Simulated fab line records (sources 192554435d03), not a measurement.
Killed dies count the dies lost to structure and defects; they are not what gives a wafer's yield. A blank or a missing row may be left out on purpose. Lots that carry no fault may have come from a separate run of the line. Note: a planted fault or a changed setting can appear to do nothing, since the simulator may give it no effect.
Which tool was responsible? + flow n5_finfet + 24 lots, 72 wafers sampled, at 2 steps of a route of 1938

== WHAT THE GAUGES SHOWED, per wafer ==
N5_BEOL_M3_OVL_MEAS_12.
| lot  | measured     | on         | M3_OVL (nm)    |
|------|--------------|------------|----------------|
| L074 | day 7 00:13  | overlay-01 | -0.1 -1.4 -1.2 |
| L075 | day 7 04:11  | overlay-02 | -0.9 -0.2 -1.2 |
| L077 | day 7 14:14  | overlay-01 | 0.2 -0.9 0.6   |
| L076 | day 7 14:32  | overlay-01 | -0.4 -1.6 -1.1 |
| L078 | day 7 18:28  | overlay-02 | 0.2 -0.5 0.1   |
| L080 | day 8 03:41  | overlay-01 | -0.8 -0.6 -0.6 |
| L079 | day 8 10:58  | overlay-01 | -1.0 -1.1 0.3  |
| L081 | day 8 18:53  | overlay-02 | -1.7 -0.9 -1.5 |
| L082 | day 9 02:55  | overlay-02 | 0.7 0.3 0.0    |
| L083 | day 9 12:44  | overlay-02 | 0.7 0.1 0.4    |
| L085 | day 9 15:47  | overlay-02 | -0.7 -0.9 -1.2 |
| L084 | day 9 15:51  | overlay-01 | -1.5 -0.9 -0.3 |
| L086 | day 9 22:10  | overlay-01 | -0.1 0.5 -0.1  |
| L087 | day 10 06:05 | overlay-02 | -0.4 -1.6 -1.0 |
| L089 | day 10 12:28 | overlay-01 | -1.6 -0.6 -0.1 |
| L088 | day 10 12:35 | overlay-02 | -1.0 -1.0 0.2  |
| L090 | day 10 23:29 | overlay-01 | -0.9 -0.8 -0.2 |
| L091 | day 11 07:48 | overlay-01 | -0.4 -0.4 -1.2 |
| L092 | day 11 21:25 | overlay-01 | 0.2 -0.1 0.1   |
| L093 | day 11 22:25 | overlay-01 | -0.2 -0.6 -0.9 |
| L094 | day 11 22:35 | overlay-01 | -0.1 -0.9 -0.5 |
| L096 | day 12 12:11 | overlay-01 | -0.1 -1.4 -0.5 |
| L095 | day 12 12:22 | overlay-02 | -0.9 -0.3 -0.7 |
| L097 | day 12 18:14 | overlay-02 | 0.0 -0.8 -0.9  |

== WHAT TOOL EACH LOT RAN ON (gives the tool, then ch and the chambers of the sampled wafers, and finally the start) ==
| lot  | N5_BEOL_M2_ANNEAL_49         |
|------|------------------------------|
| L074 | pvd_sputter-03, day 6 20:10  |
| L075 | pvd_sputter-02, day 6 23:59  |
| L077 | pvd_sputter-02, day 7 08:34  |
| L076 | pvd_sputter-03, day 7 08:46  |
| L078 | pvd_sputter-03, day 7 14:02  |
| L080 | pvd_sputter-01, day 7 23:55  |
| L079 | pvd_sputter-02, day 8 03:56  |
| L081 | pvd_sputter-01, day 8 13:02  |
| L082 | pvd_sputter-01, day 8 22:55  |
| L083 | pvd_sputter-01, day 9 07:47  |
| L085 | pvd_sputter-02, day 9 10:26  |
| L084 | pvd_sputter-03, day 9 10:56  |
| L086 | pvd_sputter-03, day 9 17:33  |
| L087 | pvd_sputter-01, day 10 01:52 |
| L089 | pvd_sputter-03, day 10 07:21 |
| L088 | pvd_sputter-02, day 10 07:32 |
| L090 | pvd_sputter-03, day 10 19:15 |
| L091 | pvd_sputter-02, day 11 00:46 |
| L092 | pvd_sputter-03, day 11 15:47 |
| L093 | pvd_sputter-03, day 11 18:08 |
| L094 | pvd_sputter-02, day 11 18:52 |
| L096 | pvd_sputter-03, day 12 06:29 |
| L095 | pvd_sputter-01, day 12 08:12 |
| L097 | pvd_sputter-01, day 12 13:05 |
- N5_BEOL_M2_ANNEAL_49: time 240 s.

== WHAT THE TOOLS THEMSELVES READ (means of the sampled wafers that have a number; where no wafer has one, the mark that the record gives instead) ==
N5_BEOL_M2_ANNEAL_49.
| lot  | tool           | heater_power_w (W) |
|------|----------------|--------------------|
| L074 | pvd_sputter-03 | 776                |
| L075 | pvd_sputter-02 | 829                |
| L077 | pvd_sputter-02 | 843                |
| L076 | pvd_sputter-03 | 786                |
| L078 | pvd_sputter-03 | 799                |
| L080 | pvd_sputter-01 | 811                |
| L079 | pvd_sputter-02 | 740                |
| L081 | pvd_sputter-01 | 831                |
| L082 | pvd_sputter-01 | 772                |
| L083 | pvd_sputter-01 | 850                |
| L085 | pvd_sputter-02 | 719                |
| L084 | pvd_sputter-03 | 744                |
| L086 | pvd_sputter-03 | 806                |
| L087 | pvd_sputter-01 | 878                |
| L089 | pvd_sputter-03 | 776                |
| L088 | pvd_sputter-02 | 813                |
| L090 | pvd_sputter-03 | 772                |
| L091 | pvd_sputter-02 | 824                |
| L092 | pvd_sputter-03 | 779                |
| L093 | pvd_sputter-03 | 782                |
| L094 | pvd_sputter-02 | 835                |
| L096 | pvd_sputter-03 | 782                |
| L095 | pvd_sputter-01 | 824                |
| L097 | pvd_sputter-01 | 881                |

== THE ANSWER, worked out from the rows above alone ==
Rule: the usual values come from the lots themselves. The widest of any qualifying gaps counts: lots, ordered by their means at a reading, are off when they make up no more than a third of the lots, leave a main group of 4 or more, and stand apart from it by 3 or more times the standard deviation of that group's means. Not used: any main group whose means are identical at the precision the tables above print for the reading. A lot without any number at a reading at which 4 lots or more have one is off too. All remaining lots with rows at the step are treated as sound. First the gauges in route order, then the tools' own readings, where a lot's mean is used as printed above. The first step at which some lot is off is used, and at that step the reading that is off furthest; a lot without a number counts as furthest.
No lot is off on any of the readings shown, so nothing can be concluded from this.

== WHAT WAS PUT IN BY THE SIMULATOR ==
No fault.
